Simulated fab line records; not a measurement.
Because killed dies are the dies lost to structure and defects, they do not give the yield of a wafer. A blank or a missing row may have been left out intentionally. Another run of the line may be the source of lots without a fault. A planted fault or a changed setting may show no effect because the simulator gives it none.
fab line records + flow n5_finfet
record
- lots=9
- wafers=25
- last_day=17
route steps=1938 shown BEOL_M4@1111 MIM_TOP_LITHO@1850 MIM_TOP_ETCH@1851 TV_LITHO@1883 PASSIVATION@1930
lots that met no fault: from a run of the same line without faults
start_h: hours from the record's opening day to when the first of the lot's shown wafers began + wait_h: time in hours since the lot's previous step + " repeats the value in the row above + L1.1+2: a row that stands for several wafers + - no value, or no start given + * or withheld: withheld + < > ~ a bound
route shown NAME@n: a module of which the file shows steps, and the number in the route of the first + usual: the fault-free wafers' mean and standard deviation + same: alike in all rows + chamber/n: place in a boat + sites: each site's reading + _std_site: the values' standard deviation + _edge_site: mean of outer sites minus mean of inner sites + radius_mm: how far each site lies from the wafer's centre + mask NAME#n: copy n + behind: the last tool/chamber to shape the wafer + hold: the reason the lot was held/the length of the hold in hours/how it ended + device: whichever transistor did not switch (one of n, p or np) + end of line: tests of these same wafers at the route's end + step lacking rows: just its recipe + killed: the dies lost at the first sort to structure and to defects; this is not the yield of the wafer + map: the dies of a wafer, with x for killed, . for not killed, _ for no die there
set.NAME: the setting as run; set.NAME@STEP: as run at that earlier step + model.NAME: the simulator's own value behind a step, which no gauge read
steps of the route over a sample of lots; a table a step, a row a wafer
services: a tool's chamber out of use, with start hour (start_h, from the record's first day; less than 0 if before it), hours out, and reason
## steps
# step N5_BEOL_M4_RC_MEAS_101
# usual
- DIBL_N=36.1/1.6
- DIBL_P=35.7/1.8
- IOFF_N=0.159/0.027
- IOFF_P=0.21/0.03
- ION_N=673/10
- ION_P=462/7.4
- SS_N=71.4/0.56
- SS_P=73.2/0.61
- VT_N=249.7/3
- VT_P=-250/3.1
| lot.wafer | tool      | chamber | start_h | wait_h | DIBL_N[mV/V] | DIBL_P[mV/V] | IOFF_N[nA/um] | IOFF_P[nA/um] | ION_N[uA/um] | ION_P[uA/um] | SS_N[mV/dec] | SS_P[mV/dec] | VT_N[mV] | VT_P[mV] |
|-----------|-----------|---------|---------|--------|--------------|--------------|---------------|---------------|--------------|--------------|--------------|--------------|----------|----------|
| L718.1    | prober-01 | 0       | 166.24  | 0.0    | 33.2         | 33.2         | 0.118         | 0.19          | 664          | 460          | 70.7         | 72.6         | 253.6    | -248     |
| L718.4    | "         | 0       | "       | "      | 34.0         | 35.0         | 0.134         | 0.22          | 661          | 466          | 71.5         | 73.1         | 251.4    | -249     |
| L718.6    | "         | 0       | "       | "      | 32.9         | 32.9         | 0.122         | 0.19          | 661          | 459          | 71.3         | 72.2         | 250.9    | -250     |
| L719.2    | prober-01 | 0       | 171.56  | 0.2    | 37.4         | 38.9         | 0.206         | 0.25          | 692          | 463          | 72.8         | 74.3         | 244.1    | -251     |
| L719.4    | "         | 0       | "       | "      | 34.4         | 35.6         | 0.145         | 0.19          | 676          | 462          | 71.5         | 73.1         | 248.1    | -254     |
| L719.5    | "         | 0       | "       | "      | 35.2         | 35.5         | 0.154         | 0.19          | 664          | 451          | 71.9         | 72.6         | 248.0    | -255     |
| L723.1    | prober-02 | 0       | 191.87  | 0.0    | 36.4         | 34.9         | 0.162         | 0.20          | 671          | 463          | 71.4         | 72.7         | 250.1    | -250     |
| L723.4    | "         | 0       | "       | "      | 37.0         | 35.9         | 0.170         | 0.22          | 678          | 467          | 71.6         | 73.7         | 246.8    | -248     |
| L723.6    | "         | 0       | "       | "      | 36.4         | 35.9         | 0.167         | 0.23          | 676          | 469          | 71.2         | 73.8         | 247.0    | -247     |
| L724.2    | prober-02 | 0       | 198.93  | 0.2    | 36.3         | 36.8         | 0.176         | 0.18          | 673          | 447          | 72.0         | 73.6         | 248.2    | -254     |
| L724.3    | "         | 0       | "       | "      | 36.4         | 36.8         | 0.164         | 0.18          | 676          | 449          | 72.0         | 73.6         | 250.7    | -252     |
| L724.4    | "         | 0       | "       | "      | 36.9         | 38.2         | 0.171         | 0.22          | 683          | 455          | 72.6         | 73.5         | 250.2    | -252     |
| L725.3    | prober-01 | 0       | 199.57  | 0.6    | 38.1         | 35.7         | 0.166         | 0.20          | 666          | 453          | 71.7         | 73.3         | 248.8    | -252     |
| L725.5    | "         | 0       | "       | "      | 37.1         | 34.1         | 0.142         | 0.18          | 660          | 450          | 71.5         | 72.8         | 251.9    | -253     |
| L726.1    | prober-01 | 0       | 209.83  | 0.0    | 34.9         | 35.3         | 0.137         | 0.20          | 676          | 471          | 70.3         | 72.6         | 252.1    | -249     |
| L726.3    | "         | 0       | "       | "      | 35.6         | 34.9         | 0.137         | 0.18          | 654          | 451          | 71.5         | 72.7         | 255.4    | -251     |
| L733.1    | prober-01 | 0       | 255.28  | 0.0    | 39.8         | 39.4         | 0.213         | 0.26          | 686          | 463          | 72.4         | 75.0         | 248.3    | -249     |
| L733.4    | "         | 0       | "       | "      | 38.1         | 36.4         | 0.185         | 0.20          | 687          | 461          | 71.5         | 73.2         | 247.3    | -253     |
| L733.6    | "         | 0       | "       | "      | 38.0         | 36.1         | 0.174         | 0.19          | 683          | 456          | 71.9         | 73.5         | 248.9    | -253     |
| L737.2    | prober-02 | 0       | 282.93  | 0.2    | 37.5         | 34.8         | 0.156         | 0.19          | 660          | 450          | 71.6         | 73.1         | 251.8    | -251     |
| L737.4    | "         | 0       | "       | "      | 34.7         | 31.6         | 0.118         | 0.15          | 643          | 447          | 71.4         | 72.4         | 254.1    | -255     |
| L737.6    | "         | 0       | "       | "      | 36.6         | 34.2         | 0.154         | 0.19          | 677          | 460          | 70.9         | 73.1         | 250.6    | -256     |
| L720.2    | prober-02 | 0       | 307.72  | 0.2    | 35.2         | 36.1         | 0.172         | 0.23          | 691          | 479          | 71.9         | 73.7         | 247.3    | -247     |
| L720.3    | "         | 0       | "       | "      | 34.6         | 35.4         | 0.143         | 0.23          | 664          | 471          | 71.3         | 73.3         | 251.2    | -246     |
| L720.5    | "         | 0       | "       | "      | 35.8         | 36.3         | 0.170         | 0.24          | 680          | 468          | 71.6         | 74.1         | 250.4    | -246     |
# step N5_MIM_TOP_LITHO_DESCUM_10
# recipe
- chemistry=O2
- time_s=7.9
- source_power_w=50
- bias_power_w=20
- pressure_mtorr=20
- rf_frequency_hz=2.712e+07
- temp_c=40
- o2_flow_sccm=225
# usual
- drypump_motor_current_A=5.56/0.25
- oes_product_au=0.79/0.084
- rf_vpp_V=243.3/1.3
- showerhead_plenum_p_Torr=2.10/0.067
- throttle_valve_pct=20.45/0.27
| lot.wafer | tool        | chamber | start_h | wait_h | drypump_motor_current_A | oes_product_au | rf_hours_counter_h | rf_vpp_V | showerhead_plenum_p_Torr | throttle_valve_pct |
|-----------|-------------|---------|---------|--------|-------------------------|----------------|--------------------|----------|--------------------------|--------------------|
| L718.1    | rie_diel-01 | 1       | 258.63  | 0.0    | 5.47                    | 0.72           | 209                | 242.8    | 2.16                     | 20.58              |
| L718.4    | "           | 0       | "       | "      | 5.72                    | 0.81           | -                  | 246.5    | 2.21                     | 20.12              |
| L718.6    | "           | 3       | "       | "      | 5.50                    | 0.84           | -                  | 240.9    | 2.02                     | 20.05              |
| L719.2    | rie_diel-01 | 0       | 273.79  | 0.0    | 5.74                    | 0.81           | 96                 | 246.4    | 2.20                     | 20.14              |
| L719.4    | "           | 2       | "       | "      | 5.67                    | 0.96           | 5                  | 243.7    | 2.17                     | 20.54              |
| L719.5    | "           | 1       | "       | "      | 5.48                    | 0.72           | -                  | 244.4    | 2.16                     | 20.62              |
| L723.1    | rie_diel-06 | 1       | 287.75  | 0.0    | 5.59                    | 0.98           | 2                  | 246.2    | 2.13                     | 20.43              |
| L723.4    | "           | 0       | "       | "      | 5.91                    | 0.80           | 106                | 242.6    | 1.99                     | 20.08              |
| L723.6    | "           | 3       | "       | "      | 5.11                    | 0.69           | -                  | 243.9    | 2.17                     | 21.00              |
| L724.2    | rie_diel-01 | 1       | 294.37  | 0.0    | 5.48                    | 0.72           | 221                | 244.0    | 2.16                     | 20.62              |
| L724.3    | "           | 0       | "       | "      | 5.72                    | 0.80           | 103                | 245.1    | 2.20                     | 20.14              |
| L724.4    | "           | 3       | "       | "      | 5.51                    | 0.83           | 87                 | 241.6    | 2.02                     | 20.08              |
| L726.1    | rie_diel-06 | 0       | 304.91  | 0.0    | 5.92                    | 0.79           | 111                | 242.1    | 1.99                     | 20.09              |
| L726.3    | "           | 3       | "       | "      | 5.15                    | 0.68           | 216                | 245.1    | 2.17                     | 21.00              |
| L725.3    | rie_diel-01 | 1       | 307.35  | 0.3    | 5.45                    | 0.72           | 227                | 245.3    | 2.15                     | 20.63              |
| L725.5    | "           | 3       | "       | "      | 5.49                    | 0.82           | -                  | 240.9    | 2.02                     | 20.11              |
| L733.1    | rie_diel-01 | 0       | 346.73  | 0.0    | 5.73                    | 0.78           | 122                | 243.8    | 2.19                     | 20.17              |
| L733.4    | "           | 2       | "       | "      | 5.70                    | 0.89           | 32                 | 242.8    | 2.16                     | 20.60              |
| L733.6    | "           | 3       | "       | "      | 5.50                    | 0.82           | -                  | 241.9    | 2.01                     | 20.11              |
| L737.2    | rie_diel-01 | 1       | 370.86  | 0.1    | 5.48                    | 0.70           | 245                | 243.0    | 2.15                     | 20.66              |
| L737.4    | "           | 0       | "       | "      | 5.75                    | 0.78           | 128                | 244.4    | 2.19                     | 20.17              |
| L737.6    | "           | 2       | "       | "      | 5.69                    | 0.88           | -                  | 245.6    | 2.15                     | 20.60              |
| L720.2    | rie_diel-03 | 3       | 398.18  | 0.0    | 5.15                    | 0.67           | 241                | 242.2    | 2.08                     | 20.67              |
| L720.3    | "           | 0       | "       | "      | 5.31                    | 0.82           | 68                 | 244.2    | 2.13                     | 20.63              |
| L720.5    | "           | 3       | "       | "      | 5.14                    | 0.67           | -                  | 243.1    | 2.07                     | 20.65              |
# step N5_MIM_TOP_ETCH_ETCH_00
# recipe
- chemistry=Cl2/BCl3
- target=TiN
- target_depth_a=385
- ion_energy_ev=150
- pressure_mtorr=10
- icp_w=1000
- bias_w=126
- Cl2_flow_sccm=53.25
- bcl3_flow_sccm=21.75
- Ar_flow_sccm=25
# usual
- drypump_motor_current_A=5.6/0.37
- mfc_ar_sccm=25.01/0.075
- oes_product_au=0.87/0.093
- throttle_valve_pct=22.86/0.18
| lot.wafer | tool         | chamber | start_h | wait_h | drypump_motor_current_A | mfc_ar_sccm | oes_product_au | rf_hours_counter_h | throttle_valve_pct |
|-----------|--------------|---------|---------|--------|-------------------------|-------------|----------------|--------------------|--------------------|
| L718.1    | rie_metal-01 | 0       | 258.72  | 0.1    | 6.1                     | 25.03       | 0.90           | 14                 | 23.04              |
| L718.4    | "            | 1       | "       | "      | 5.1                     | 25.10       | 0.87           | -                  | 23.02              |
| L718.6    | "            | 0       | "       | "      | 6.1                     | 25.03       | 0.90           | -                  | 23.05              |
| L719.2    | rie_metal-02 | 1       | 273.87  | 0.1    | 5.6                     | 24.97       | 0.89           | 8                  | 22.91              |
| L719.4    | "            | 0       | "       | "      | 5.4                     | 25.03       | 0.63           | -                  | 22.77              |
| L719.5    | "            | 0       | "       | "      | 5.4                     | 25.10       | 0.63           | -                  | 22.79              |
| L723.1    | rie_metal-01 | 0       | 287.83  | 0.1    | 6.1                     | 24.92       | 0.89           | 17                 | 23.05              |
| L723.4    | "            | 0       | "       | "      | 6.0                     | 24.98       | 0.90           | -                  | 23.05              |
| L723.6    | "            | 0       | "       | "      | 6.0                     | 25.00       | 0.90           | -                  | 23.07              |
| L724.2    | rie_metal-01 | 0       | 294.45  | 0.1    | 6.1                     | 24.97       | 0.89           | 17                 | 23.04              |
| L724.3    | "            | 0       | "       | "      | 6.1                     | 24.97       | 0.88           | -                  | 23.06              |
| L724.4    | "            | 1       | "       | "      | 5.1                     | 24.95       | 0.86           | -                  | 23.02              |
| L726.1    | rie_metal-03 | 1       | 305.00  | 0.1    | 5.3                     | 25.18       | 0.95           | 3                  | 22.56              |
| L726.3    | "            | 1       | "       | "      | 5.3                     | 25.10       | 0.95           | -                  | 22.57              |
| L725.3    | rie_metal-03 | 1       | 307.52  | 0.1    | 5.3                     | 24.98       | 0.93           | -                  | 22.56              |
| L725.5    | "            | 1       | "       | "      | 5.3                     | 25.13       | 0.94           | -                  | 22.58              |
| L733.1    | rie_metal-03 | 0       | 346.82  | 0.1    | 6.1                     | 25.10       | 0.96           | 2                  | 22.87              |
| L733.4    | "            | 1       | "       | "      | 5.3                     | 24.97       | 0.92           | -                  | 22.58              |
| L733.6    | "            | 1       | "       | "      | 5.3                     | 24.92       | 0.92           | -                  | 22.58              |
| L737.2    | rie_metal-03 | 1       | 370.94  | 0.1    | 5.3                     | 24.93       | 0.90           | 8                  | 22.58              |
| L737.4    | "            | 1       | "       | "      | 5.3                     | 25.01       | 0.91           | -                  | 22.60              |
| L737.6    | "            | 1       | "       | "      | 5.3                     | 25.12       | 0.91           | -                  | 22.59              |
| L720.2    | rie_metal-01 | 1       | 398.27  | 0.1    | 5.1                     | 24.87       | 0.82           | 31                 | 23.04              |
| L720.3    | "            | 1       | "       | "      | 5.1                     | 25.01       | 0.83           | -                  | 23.05              |
| L720.5    | "            | 0       | "       | "      | 6.1                     | 25.02       | 0.86           | -                  | 23.09              |
# step N5_PASSIVATION_CD_MEAS_10
# recipe
- target_cd_nm=3000
- landing_energy_ev=500
- detector=se_inlens
# usual
- cd_nm=3000.6/2.4
| lot.wafer | tool      | chamber | start_h | wait_h | cd_nm  |
|-----------|-----------|---------|---------|--------|--------|
| L718.1    | cd_sem-01 | 0       | 263.80  | -      | 3000.8 |
| L718.4    | "         | 0       | "       | "      | 2999.3 |
| L718.6    | "         | 0       | "       | "      | 3001.3 |
| L719.2    | cd_sem-02 | 0       | 276.60  | -      | 3005.5 |
| L719.4    | "         | 0       | "       | "      | 3000.0 |
| L719.5    | "         | 0       | "       | "      | 2996.4 |
| L723.1    | cd_sem-01 | 0       | 292.36  | -      | 3001.5 |
| L723.4    | "         | 0       | "       | "      | 3006.0 |
| L723.6    | "         | 0       | "       | "      | 3005.3 |
| L724.2    | cd_sem-03 | 0       | 296.55  | -      | 3001.3 |
| L724.3    | "         | 0       | "       | "      | 3001.3 |
| L724.4    | "         | 0       | "       | "      | 3002.3 |
| L726.1    | cd_sem-03 | 0       | 307.43  | -      | 2999.0 |
| L726.3    | "         | 0       | "       | "      | 2999.9 |
| L725.3    | cd_sem-02 | 0       | 310.41  | -      | 2998.5 |
| L725.5    | "         | 0       | "       | "      | 2999.0 |
| L733.1    | cd_sem-03 | 0       | 349.07  | -      | 3002.0 |
| L733.4    | "         | 0       | "       | "      | 3002.3 |
| L733.6    | "         | 0       | "       | "      | 2999.6 |
| L737.2    | cd_sem-02 | 0       | 373.17  | -      | 3000.9 |
| L737.4    | "         | 0       | "       | "      | 2997.3 |
| L737.6    | "         | 0       | "       | "      | 3000.8 |
| L720.2    | cd_sem-01 | 0       | 401.14  | -      | 3003.4 |
| L720.3    | "         | 0       | "       | "      | 3001.2 |
| L720.5    | "         | 0       | "       | "      | 2995.4 |
# step N5_PASSIVATION_ETCH_54
# recipe
- chemistry=CHF3/O2
- target=SiO2
- target_depth_a=8800
- CHF3_flow_sccm=50
- O2_flow_sccm=5
- Ar_flow_sccm=200
- time_s=440
- mask_material=PR
- pressure_mtorr=30
- source_w=650
- bias_w=170
- ion_energy_ev=200
# usual
- drypump_motor_current_A=5.6/0.33
- mfc_ar_sccm=200.0/0.63
- oes_product_au=0.78/0.08
- rf_vpp_V=520/12
- showerhead_plenum_p_Torr=2.41/0.058
- throttle_valve_pct=18.88/0.22
| lot.wafer | tool        | chamber | start_h | wait_h | drypump_motor_current_A | mfc_ar_sccm | oes_product_au | rf_hours_counter_h | rf_vpp_V | showerhead_plenum_p_Torr | throttle_valve_pct |
|-----------|-------------|---------|---------|--------|-------------------------|-------------|----------------|--------------------|----------|--------------------------|--------------------|
| L718.1    | rie_diel-03 | 1       | 269.19  | 0.1    | 5.8                     | 200.3       | 0.74           | 150                | 538      | 2.40                     | 18.68              |
| L718.4    | "           | 3       | "       | "      | 5.1                     | 200.2       | 0.71           | 195                | 518      | 2.39                     | 18.88              |
| L718.6    | "           | 2       | "       | "      | 6.3                     | 199.8       | 0.70           | -                  | 526      | 2.37                     | 18.89              |
| L719.2    | rie_diel-03 | 2       | 280.76  | 0.1    | 6.2                     | 200.4       | 0.70           | 239                | 528      | 2.37                     | 18.88              |
| L719.4    | "           | 0       | "       | "      | 5.3                     | 200.5       | 0.87           | 28                 | 526      | 2.48                     | 18.99              |
| L719.5    | "           | 0       | "       | "      | 5.3                     | 199.2       | 0.87           | -                  | 526      | 2.48                     | 19.01              |
| L723.1    | rie_diel-03 | 1       | 296.16  | 0.1    | 5.8                     | 200.5       | 0.74           | 159                | 538      | 2.40                     | 18.70              |
| L723.4    | "           | 0       | "       | "      | 5.3                     | 200.4       | 0.86           | 33                 | 525      | 2.48                     | 19.01              |
| L723.6    | "           | 1       | "       | "      | 5.8                     | 200.3       | 0.74           | -                  | 537      | 2.40                     | 18.69              |
| L724.2    | rie_diel-03 | 0       | 300.66  | 0.1    | 5.3                     | 199.4       | 0.86           | 34                 | 524      | 2.47                     | 19.02              |
| L724.3    | "           | 2       | "       | "      | 6.2                     | 199.6       | 0.69           | 246                | 527      | 2.36                     | 18.91              |
| L724.4    | "           | 1       | "       | "      | 5.8                     | 199.1       | 0.74           | 161                | 536      | 2.40                     | 18.69              |
| L726.1    | rie_diel-03 | 0       | 311.14  | 0.1    | 5.3                     | 199.0       | 0.86           | 37                 | 526      | 2.47                     | 19.01              |
| L726.3    | "           | 2       | "       | "      | 6.3                     | 198.8       | 0.69           | 249                | 526      | 2.36                     | 18.91              |
| L725.3    | rie_diel-03 | 3       | 314.69  | 0.1    | 5.1                     | 199.6       | 0.70           | 210                | 519      | 2.39                     | 18.90              |
| L725.5    | "           | 3       | "       | "      | 5.2                     | 199.5       | 0.70           | -                  | 519      | 2.39                     | 18.92              |
| L733.1    | rie_diel-06 | 3       | 353.87  | 0.1    | 5.1                     | 200.1       | 0.68           | 234                | 496      | 2.49                     | 19.36              |
| L733.4    | "           | 0       | "       | "      | 5.9                     | 201.6       | 0.78           | 128                | 513      | 2.31                     | 18.62              |
| L733.6    | "           | 0       | "       | "      | 5.9                     | 200.5       | 0.78           | -                  | 512      | 2.31                     | 18.62              |
| L737.2    | rie_diel-06 | 2       | 377.38  | 0.1    | 5.5                     | 198.8       | 0.76           | 142                | 531      | 2.41                     | 18.91              |
| L737.4    | "           | 0       | "       | "      | 5.9                     | 200.2       | 0.77           | 134                | 511      | 2.31                     | 18.63              |
| L737.6    | "           | 0       | "       | "      | 5.9                     | 200.7       | 0.77           | -                  | 512      | 2.31                     | 18.62              |
| L720.2    | rie_diel-06 | 1       | 405.27  | 0.1    | 5.7                     | 199.8       | 0.87           | 43                 | 511      | 2.44                     | 18.90              |
| L720.3    | "           | 0       | "       | "      | 5.9                     | 200.6       | 0.77           | 144                | 513      | 2.30                     | 18.63              |
| L720.5    | "           | 1       | "       | "      | 5.7                     | 199.5       | 0.87           | -                  | 510      | 2.44                     | 18.89              |
# step N5_PASSIVATION_PROBE_49
# usual
- defect_limited_yield=91.0/1.3
- killed_at_M0_to_M3=33/10
- killed_at_M4_up=14/5.6
- killed_at_contacts=12/5.8
- killed_at_front_end=43/11
- killed_at_other=4.1/2.8
- killed_dies=106/15
- killed_on_rim=14/3.9
- killed_open=70/12
- killed_short=34/7.5
- sort_bin_5_function=5.3/0.88
- sort_bin_6_memory=3.3/0.64
- sort_n_pass=1074/15
- sort_yield_pct=91.0/1.3
# same
- gross_dies=1180
- killed_at_back_side=0
- sort_bin_4_leakage[%]=0
- sort_bin_8_speed[%]=0
| lot.wafer | tool      | chamber | start_h | wait_h | defect_limited_yield[%] | killed_at_M0_to_M3 | killed_at_M4_up | killed_at_contacts | killed_at_front_end | killed_at_other | killed_dies | killed_on_rim | killed_open | killed_short | sort_bin_5_function[%] | sort_bin_6_memory[%] | sort_n_pass | sort_yield_pct[%] |
|-----------|-----------|---------|---------|--------|-------------------------|--------------------|-----------------|--------------------|---------------------|-----------------|-------------|---------------|-------------|--------------|------------------------|----------------------|-------------|-------------------|
| L724.2    | prober-02 | -       | 303.49  | 0.1    | 85.8                    | 22                 | 17              | 20                 | 63                  | 46              | 168         | 25            | 79          | 50           | 9.7                    | 4.1                  | 1012        | 85.8              |
| L724.3    | prober-02 | -       | 303.54  | 0.1    | 36.4                    | 29                 | 12              | 17                 | 64                  | 629             | 751         | 141           | 94          | 29           | 59.7                   | 3.6                  | 429         | 36.4              |
| L724.4    | prober-02 | -       | 303.59  | 0.2    | 89.6                    | 33                 | 12              | 21                 | 49                  | 8               | 123         | 21            | 100         | 22           | 5.7                    | 4.6                  | 1057        | 89.6              |
| L726.1    | prober-02 | -       | 313.92  | 0.0    | 92.6                    | 24                 | 8               | 6                  | 44                  | 5               | 87          | 12            | 65          | 20           | 4.1                    | 2.9                  | 1093        | 92.6              |
| L726.3    | prober-02 | -       | 314.02  | 0.1    | 40.5                    | 26                 | 16              | 10                 | 67                  | 583             | 702         | 137           | 94          | 26           | 56.6                   | 2.7                  | 478         | 40.5              |
| L725.3    | prober-01 | -       | 317.59  | 0.1    | 86.9                    | 30                 | 13              | 13                 | 64                  | 35              | 155         | 21            | 89          | 25           | 8.8                    | 3.7                  | 1025        | 86.9              |
| L725.5    | prober-01 | -       | 317.69  | 0.2    | 88.3                    | 44                 | 13              | 15                 | 61                  | 5               | 138         | 29            | 86          | 50           | 5.8                    | 5.0                  | 1042        | 88.3              |
# killed by level:class
L724.2 PASSIVATION:area_etch=39 STI_FIN_REVEAL:geometric_particle:open=17 MOL_CONTACT_COAG:geometric_particle:open=17 FIN_SAQP:geometric_particle:open=9 BEOL_M2:geometric_particle:open=8 FIN_SAQP:geometric_particle:short=7 BEOL_M0_SAQP:geometric_particle:short=7 BEOL_M4:geometric_particle:open=7
L724.3 PASSIVATION:area_etch=625 STI_FIN_REVEAL:geometric_particle:open=26 MOL_CONTACT_COAG:geometric_particle:open=13 BEOL_M2:geometric_particle:open=8 BEOL_M4:geometric_particle:open=8 BEOL_M1:geometric_particle:open=7 FIN_SAQP:geometric_particle:open=6 FIN_SAQP:geometric_particle:short=5
L724.4 STI_FIN_REVEAL:geometric_particle:open=21 MOL_CONTACT_COAG:geometric_particle:open=18 BEOL_M2:geometric_particle:open=14 BEOL_M4:geometric_particle:open=7 BEOL_M1:geometric_particle:open=6 DUMMY_GATE:geometric_particle:open=5 STI_FIN_REVEAL:geometric_particle:short=4 BEOL_M0_SAQP:geometric_particle:open=4
L726.1 FIN_SAQP:geometric_particle:open=14 STI_FIN_REVEAL:geometric_particle:open=11 BEOL_M1:geometric_particle:open=8 BEOL_M0_SAQP:geometric_particle:short=6 BEOL_M2:geometric_particle:open=5 DUMMY_GATE:geometric_particle:open=4 MOL_CONTACT_COAG:geometric_particle:open=4 BEOL_M0_SAQP:geometric_particle:open=4
L726.3 PASSIVATION:area_etch=581 FIN_SAQP:geometric_particle:open=20 STI_FIN_REVEAL:geometric_particle:open=12 BEOL_M2:geometric_particle:open=10 FIN_SAQP:geometric_particle:short=7 MOL_CONTACT_COAG:geometric_particle:open=7 BEOL_M4:geometric_particle:open=7 BEOL_M1:geometric_particle:open=6
L725.3 PASSIVATION:area_etch=34 STI_FIN_REVEAL:geometric_particle:open=18 FIN_SAQP:geometric_particle:open=13 MOL_CONTACT_COAG:geometric_particle:open=10 BEOL_M2:geometric_particle:open=10 DUMMY_GATE:geometric_particle:open=7 BEOL_M0_SAQP:geometric_particle:short=7 STARTING-WAFER:geometric_particle:open=7
L725.5 FIN_SAQP:geometric_particle:short=13 MOL_CONTACT_COAG:geometric_particle:open=13 FIN_SAQP:geometric_particle:open=12 BEOL_M0_SAQP:geometric_particle:short=11 BEOL_M0_SAQP:geometric_particle:open=10 STI_FIN_REVEAL:geometric_particle:open=9 BEOL_M1:geometric_particle:open=6 BEOL_M3:geometric_particle:open=6
## services
| tool         | chamber | start_h | hours | kind                          |
|--------------|---------|---------|-------|-------------------------------|
| rie_diel-03  | 2       | 263.59  | 3.8   | repair                        |
| rie_metal-03 | 1       | 264.77  | -     | clean                         |
| rie_diel-06  | 1       | 265.85  | -     | clean                         |
| rie_diel-06  | 1       | 265.85  | -     | consumable_replace:focus_ring |
| rie_diel-06  | 1       | 265.85  | 16.0  | scheduled_down                |
| rie_diel-06  | 1       | 265.85  | 16.0  | vent_cycle                    |
| rie_metal-03 | -       | 270.28  | 0.5   | repair                        |
| rie_diel-03  | 2       | 313.92  | -     | clean                         |
| rie_diel-03  | 2       | 313.92  | -     | consumable_replace:focus_ring |
| rie_diel-03  | 2       | 313.92  | 18.7  | scheduled_down                |
| rie_diel-03  | 2       | 313.92  | 18.7  | vent_cycle                    |
| rie_metal-01 | -       | 314.71  | 0.2   | repair                        |
| rie_diel-03  | 0       | 317.64  | 4.0   | repair                        |
| rie_diel-01  | 1       | 338.06  | 3.9   | repair                        |
| rie_metal-02 | 0       | 339.97  | 3.3   | repair                        |
| rie_diel-03  | 1       | 354.52  | 4.8   | repair                        |
| rie_diel-03  | -       | 372.66  | 0.1   | repair                        |
| rie_diel-01  | 1       | 383.90  | -     | clean                         |
| rie_diel-01  | 1       | 383.90  | -     | consumable_replace:focus_ring |
| rie_diel-01  | 1       | 383.90  | 12.7  | scheduled_down                |
| rie_diel-01  | 1       | 383.90  | 12.7  | vent_cycle                    |
| rie_metal-03 | 1       | 392.19  | 7.0   | repair                        |
| rie_metal-03 | -       | 395.65  | 0.4   | repair                        |
| rie_diel-06  | 3       | 400.20  | 6.6   | repair                        |
## key
first_sign
- step=N5_PASSIVATION_PROBE_49
- reading=killed_at_other
- direction=up
- sigmas=99+
- usual=4.1
- struck=323.2
effect
- step=N5_PASSIVATION_PROBE_49
- reading=sort_bin_5_function
- direction=up
- sigmas=32
- usual=5.3
- struck=33.7
more_kills_born_at
- N5_PASSIVATION_ETCH_54@rie_diel-03=1279
met_at N5_PASSIVATION_ETCH_54
struck_lots L724,L725,L726
struck_wafers L724.2,L724.3,L725.3,L726.3
later_rows_left_out L724.3
not_acting_at N5_MIM_TOP_LITHO_DESCUM_10,N5_MIM_TOP_ETCH_ETCH_00,N5_PASSIVATION_CD_MEAS_10
onset_between 296.16 300.66
fault
- kind=process_parameter_drift
- tool=rie_diel-03
- chamber=-
- onset_h=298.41
- steps=N5_PASSIVATION_ETCH_54
- channel=time_s
- offset=*
- shape=step
- end_h=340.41
- scope=struck_wafers_only
- acts_in=*
- stated=*
# later_rows_left_out: the simulator's readings of these wafers behind a module that went badly wrong aren't trusted and aren't shown, but for the sort
